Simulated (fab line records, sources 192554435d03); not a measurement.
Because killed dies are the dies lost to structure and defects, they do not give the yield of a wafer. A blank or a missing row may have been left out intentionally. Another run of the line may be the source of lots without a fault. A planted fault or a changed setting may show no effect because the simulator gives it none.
What tool caused it?	flow n5Finfet	26 wafers from 9 lots sampled at 5 of the route's 1938 steps

WHAT THE GAUGES READ, wafer by wafer
N5_BEOL_M4_RC_MEAS_101.
lot	measured	on	DIBL_N (mV/V)
L952	day 8 11:50	prober-01	36.2 38.1
L955	day 9 03:10	prober-01	38.6 36.9 35.1
L957	day 9 14:29	prober-02	34.2 35.7 35.4
L961	day 10 13:26	prober-02	35.0 35.6 38.5
L968	day 12 11:32	prober-01	36.4 36.5 36.6
L970	day 12 16:11	prober-01	36.1 39.8 37.8
L971	day 12 16:58	prober-01	36.1 41.5 36.2
L972	day 13 10:24	prober-02	38.9 36.9 35.1
L973	day 13 12:01	prober-01	36.6 37.0 37.5

WHAT TOOL EACH LOT RAN ON (gives the tool, then ch and the chambers of the sampled wafers, and finally the start)
lot	N5_BEOL_M4_ETCH_69	N5_BEOL_M4_ETCH_70	N5_BEOL_M4_HM_STRIP_39	N5_BEOL_M4_ANNEAL_49
L952	rieDiel-01 ch 3, day 8 03:45	rieDiel-01 ch 0,2, day 8 06:24	wetBench-05 ch 0,3, day 8 06:47	pvdSputter-02, day 8 08:52
L955	rieDiel-01 ch 0,1,3, day 8 07:47	rieDiel-03 ch 0,1,3, day 8 22:15	wetBench-01 ch 0,5,7, day 8 22:38	pvdSputter-02, day 9 00:14
L957	rieDiel-03 ch 0,1,3, day 9 04:55	rieDiel-01 ch 1,3, day 9 09:26	wetBench-04 ch 1,3,6, day 9 09:49	pvdSputter-03, day 9 11:13
L961	rieDiel-01 ch 0,1,2, day 10 01:27	rieDiel-01 ch 0,2, day 10 08:31	wetBench-04 ch 1,2,6, day 10 08:57	pvdSputter-03, day 10 10:06
L968	rieDiel-03 ch 1,3, day 12 01:51	rieDiel-03 ch 1,2, day 12 07:07	wetBench-04 ch 2,6,7, day 12 07:30	pvdSputter-01, day 12 08:35
L970	rieDiel-03 ch 1,2,3, day 12 09:29	rieDiel-03 ch 1,2,3, day 12 11:13	wetBench-04 ch 3,4,7, day 12 11:37	pvdSputter-03, day 12 13:02
L971	rieDiel-01 ch 0,1,2, day 12 10:05	rieDiel-05 ch 0,2, day 12 11:19	wetBench-01 ch 5,6,7, day 12 11:43	pvdSputter-02, day 12 14:04
L972	rieDiel-01 ch 0,1,2, day 12 21:55	rieDiel-01 ch 1,2, day 13 05:40	wetBench-01 ch 0,1,3, day 13 06:03	pvdSputter-02, day 13 07:20
L973	rieDiel-03 ch 0,1,2, day 13 04:59	rieDiel-03 ch 0,2,3, day 13 07:12	wetBench-01 ch 0,1,2, day 13 07:35	pvdSputter-01, day 13 09:02
- N5_BEOL_M4_ETCH_69: etches SiARC in CF4, target depth 15.6 nm, time 26 s.
- N5_BEOL_M4_ETCH_70: etches SOC in N2/H2, target depth 80 nm, overetch 24 nm, time 130 s.
- N5_BEOL_M4_HM_STRIP_39: strips TiN in peroxide tin strip, target depth 25 nm, time 158 s.
- N5_BEOL_M4_ANNEAL_49: time 240 s.

THE ANSWER, worked out from the rows above alone
Rule: what is usual is taken from the lots themselves. The widest of any qualifying gaps counts: lots, ordered by their means at a reading, are off when they make up no more than a third of the lots, leave a main group of 4 or more, and stand apart from it by 3 or more times the standard deviation of that group's means. The tables above print the reading to a certain number of digits; a main group whose means all agree to those digits is not used. Also off: a lot with no number at a reading for which 4 or more lots have one. Where the step has rows for the other lots, those lots are counted as sound.
None of the lots is off at any reading shown; this tells nothing.

WHAT THE SIMULATOR PUT IN
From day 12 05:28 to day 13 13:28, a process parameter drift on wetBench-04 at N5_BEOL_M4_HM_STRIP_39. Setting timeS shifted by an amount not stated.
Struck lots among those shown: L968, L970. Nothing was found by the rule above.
